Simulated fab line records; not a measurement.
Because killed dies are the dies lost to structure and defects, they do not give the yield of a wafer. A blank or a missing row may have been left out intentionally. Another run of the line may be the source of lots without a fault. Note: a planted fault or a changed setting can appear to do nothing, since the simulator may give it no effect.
Matching of chambers || flow nandHarc || NHARC_A_CONTACT_ETCH_110 on rieDiel-03: 4 sister chambers
The step etches the open film in CF4/O2, target depth 50 nm, overetch 5 nm, time 27.5 s. 8 wafers are shown with their chamber, then 8 later ones without.

WAFERS, EACH WITH ITS CHAMBER
{"wafer": "L576.5", "chamber": 2, "drypumpMotorCurrentA (A)": 5.7, "rfFwdPowerW (W)": 295.4}
{"wafer": "L578.2", "chamber": 2, "drypumpMotorCurrentA (A)": 5.7, "rfFwdPowerW (W)": 296.6}
{"wafer": "L584.5", "chamber": 0, "drypumpMotorCurrentA (A)": 5.6, "rfFwdPowerW (W)": 297.8}
{"wafer": "L584.6", "chamber": 3, "drypumpMotorCurrentA (A)": 5.3, "rfFwdPowerW (W)": 293.2}
{"wafer": "L588.2", "chamber": 0, "drypumpMotorCurrentA (A)": 5.5, "rfFwdPowerW (W)": 297.6}
{"wafer": "L588.3", "chamber": 3, "drypumpMotorCurrentA (A)": 5.3, "rfFwdPowerW (W)": 293.8}
{"wafer": "L588.5", "chamber": 1, "drypumpMotorCurrentA (A)": 6.4, "rfFwdPowerW (W)": 296.1}
{"wafer": "L590.4", "chamber": 1, "drypumpMotorCurrentA (A)": 6.4, "rfFwdPowerW (W)": 296.9}

WAFERS WITHOUT THEIR CHAMBER
{"wafer": "L590.5", "drypumpMotorCurrentA (A)": 5.7, "rfFwdPowerW (W)": 295.2}
{"wafer": "L590.6", "drypumpMotorCurrentA (A)": 5.3, "rfFwdPowerW (W)": 291.6}
{"wafer": "L589.1", "drypumpMotorCurrentA (A)": 6.4, "rfFwdPowerW (W)": 295.8}
{"wafer": "L589.2", "drypumpMotorCurrentA (A)": 5.7, "rfFwdPowerW (W)": 296.9}
{"wafer": "L589.4", "drypumpMotorCurrentA (A)": 6.3, "rfFwdPowerW (W)": 296.5}
{"wafer": "L591.1", "drypumpMotorCurrentA (A)": 6.4, "rfFwdPowerW (W)": 295.8}
{"wafer": "L591.2", "drypumpMotorCurrentA (A)": 5.5, "rfFwdPowerW (W)": 296.6}
{"wafer": "L591.5", "drypumpMotorCurrentA (A)": 5.5, "rfFwdPowerW (W)": 296.8}

WHICH CHAMBER EACH ONE RAN IN
{"wafer": "L590.5", "from the rows above": 2, "in truth": 2}
{"wafer": "L590.6", "from the rows above": 3, "in truth": 3}
{"wafer": "L589.1", "from the rows above": 1, "in truth": 1}
{"wafer": "L589.2", "from the rows above": 2, "in truth": 2}
{"wafer": "L589.4", "from the rows above": 1, "in truth": 1}
{"wafer": "L591.1", "from the rows above": 1, "in truth": 1}
{"wafer": "L591.2", "from the rows above": 0, "in truth": 0}
{"wafer": "L591.5", "from the rows above": 0, "in truth": 0}
Placed correctly: 8 of 8. Left unplaced by these rows: 0. Wrongly placed: 0.
How it was worked out, from the rows above alone: a wafer's distance from a chamber is the root of the sum, over the readings, of the square of ((its reading less the chamber's mean) divided by the reading's scatter). If the next closest chamber is less than 2 further off than the closest, the wafer can't be placed; otherwise it belongs to the closest. For every chamber, the mean is computed from those of its wafers that are shown. How the scatter is found: for the shown wafers, subtract from each reading the mean of its chamber, square and add these, divide the total by (wafers less chambers), then take the root.
